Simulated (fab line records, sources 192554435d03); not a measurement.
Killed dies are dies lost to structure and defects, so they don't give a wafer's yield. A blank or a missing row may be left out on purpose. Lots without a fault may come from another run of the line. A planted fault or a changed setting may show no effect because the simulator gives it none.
Chamber matching | flow n5_finfet | N5_BEOL_M1_ALD_84 on ald_metal-01: 4 sister chambers
The step deposits TaN, pulse time 2 s, purge time 3 s, co reactant purge time 2 s. 24 wafers are shown with their chamber, then 12 later ones without.

WAFERS WITH THEIR CHAMBER
wafer  | chamber | heater_power_w (W) | precursor_vessel_pressure_torr (Torr)
L075.2 | 2       | 429                | 26.23
L075.4 | 3       | 427                | 26.20
L075.5 | 3       | 420                | 26.24
L079.1 | 0       | 351                | 26.26
L079.2 | 2       | 441                | 26.24
L079.3 | 1       | 352                | 26.27
L083.1 | 2       | 429                | 26.19
L083.3 | 0       | 363                | 26.28
L083.5 | 0       | 356                | 26.24
L084.3 | 1       | 363                | 26.21
L084.5 | 0       | 352                | 26.30
L084.6 | 1       | 362                | 26.14
L085.3 | 0       | 345                | 26.22
L085.4 | 3       | 426                | 26.19
L085.6 | 0       | 363                | 26.27
L086.2 | 3       | 419                | 26.16
L086.3 | 1       | 354                | 26.23
L086.5 | 3       | 426                | 26.20
L088.1 | 1       | 361                | 26.28
L088.3 | 0       | 357                | 26.23
L088.6 | 1       | 356                | 26.22
L092.3 | 3       | 430                | 26.22
L092.4 | 1       | 354                | 26.32
L092.5 | 3       | 418                | 26.29

SIGNATURES (means of the wafers above)
reading                        | chamber 0 | chamber 1 | chamber 2 | chamber 3 | scatter within a chamber
heater_power_w                 | 355.29    | 357.43    | 433.00    | 423.71    | 5.49
precursor_vessel_pressure_torr | 26.2571   | 26.2386   | 26.2200   | 26.2143   | 0.043
Rule: a wafer's distance from a chamber is the root of the sum, over the readings, of the square of ((its reading less the chamber's mean) divided by the reading's scatter). The wafer belongs to the nearest chamber; if the next one is less than 2 further off, it can't be placed. The scatter: the root of (the sum of the squares of (reading less its chamber's mean) over the shown wafers, divided by (wafers less chambers)).

WAFERS WITHOUT THEIR CHAMBER
wafer  | heater_power_w (W) | precursor_vessel_pressure_torr (Torr)
L095.2 | 426                | 26.23
L095.3 | 358                | 26.29
L095.6 | 429                | 26.20
L094.1 | 368                | 26.22
L094.2 | 426                | 26.24
L094.6 | 434                | 26.28
L096.1 | 355                | 26.20
L096.2 | 424                | 26.28
L096.4 | 358                | 26.26
L097.1 | 445                | 26.28
L097.2 | 363                | 26.25
L097.4 | 362                | 26.24

WHICH CHAMBER EACH WENT THROUGH
wafer  | from the rows above     | in truth
L095.2 | can't be placed: 3 or 2 | 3
L095.3 | can't be placed: 0 or 1 | 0
L095.6 | can't be placed: 2 or 3 | 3
L094.1 | can't be placed: 1 or 0 | 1
L094.2 | can't be placed: 3 or 2 | 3
L094.6 | can't be placed: 2 or 3 | 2
L096.1 | can't be placed: 1 or 0 | 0
L096.2 | can't be placed: 3 or 2 | 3
L096.4 | can't be placed: 0 or 1 | 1
L097.1 | can't be placed: 2 or 3 | 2
L097.2 | can't be placed: 1 or 0 | 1
L097.4 | can't be placed: 1 or 0 | 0
Placed correctly: 0 of 12. Can't be placed from these rows: 12 (the true chamber is among the candidates in 12). Placed wrongly: 0.
